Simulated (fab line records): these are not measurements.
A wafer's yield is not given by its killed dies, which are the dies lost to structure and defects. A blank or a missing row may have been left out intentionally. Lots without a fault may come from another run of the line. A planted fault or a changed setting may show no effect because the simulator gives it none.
Matching of chambers || flow n5-finfet || N5_ILD0_CMP_12 on cmp-02 has 4 sister chambers
The step polishes SiNx, stops on poly-Si, t overpolish 6 s, target thk 17.67 nm. 4 wafers are shown with their chamber, then 9 later ones without.

== WAFERS WITH THEIR CHAMBER ==
{"wafer": "L088.6", "chamber": 3, "motor-current-A (A)": 8.5}
{"wafer": "L089.1", "chamber": 1, "motor-current-A (A)": 9.8}
{"wafer": "L089.4", "chamber": 0, "motor-current-A (A)": 8.0}
{"wafer": "L089.6", "chamber": 2, "motor-current-A (A)": 8.4}

== WAFERS WITHOUT THEIR CHAMBER ==
{"wafer": "L090.2", "motor-current-A (A)": 7.5}
{"wafer": "L090.3", "motor-current-A (A)": 8.6}
{"wafer": "L090.6", "motor-current-A (A)": 10.9}
{"wafer": "L096.1", "motor-current-A (A)": 9.0}
{"wafer": "L096.3", "motor-current-A (A)": 8.6}
{"wafer": "L096.6", "motor-current-A (A)": 8.6}
{"wafer": "L097.3", "motor-current-A (A)": 7.7}
{"wafer": "L097.4", "motor-current-A (A)": 10.3}
{"wafer": "L097.6", "motor-current-A (A)": 7.7}

== WHICH CHAMBER EACH WENT THROUGH ==
{"wafer": "L090.2", "from the rows above": "can't be placed: 0 or 2 or 3", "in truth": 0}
{"wafer": "L090.3", "from the rows above": "can't be placed: 3 or 2 or 0", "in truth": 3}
{"wafer": "L090.6", "from the rows above": 1, "in truth": 1}
{"wafer": "L096.1", "from the rows above": "can't be placed: 3 or 2 or 1 or 0", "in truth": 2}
{"wafer": "L096.3", "from the rows above": "can't be placed: 3 or 2 or 0", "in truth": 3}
{"wafer": "L096.6", "from the rows above": "can't be placed: 3 or 2 or 0", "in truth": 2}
{"wafer": "L097.3", "from the rows above": "can't be placed: 0 or 2 or 3", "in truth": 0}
{"wafer": "L097.4", "from the rows above": 1, "in truth": 1}
{"wafer": "L097.6", "from the rows above": "can't be placed: 0 or 2 or 3", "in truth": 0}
Correct placement for 2 of the 9. Not placeable from these rows: 7 (in 7, the candidates include the true chamber). Wrongly placed: 0.
How it was worked out, from the rows above alone: a wafer's distance from a chamber is the root of the sum, over the readings, of the square of ((its reading less the chamber's mean) divided by the reading's scatter). The wafer belongs to the nearest chamber; if the next one is less than 2 further off, it can't be placed. The mean given for a chamber averages the wafers shown for that chamber. The scatter: root of mean squared gap, hidden wafer to nearest shown wafer, with one shown wafer a chamber.
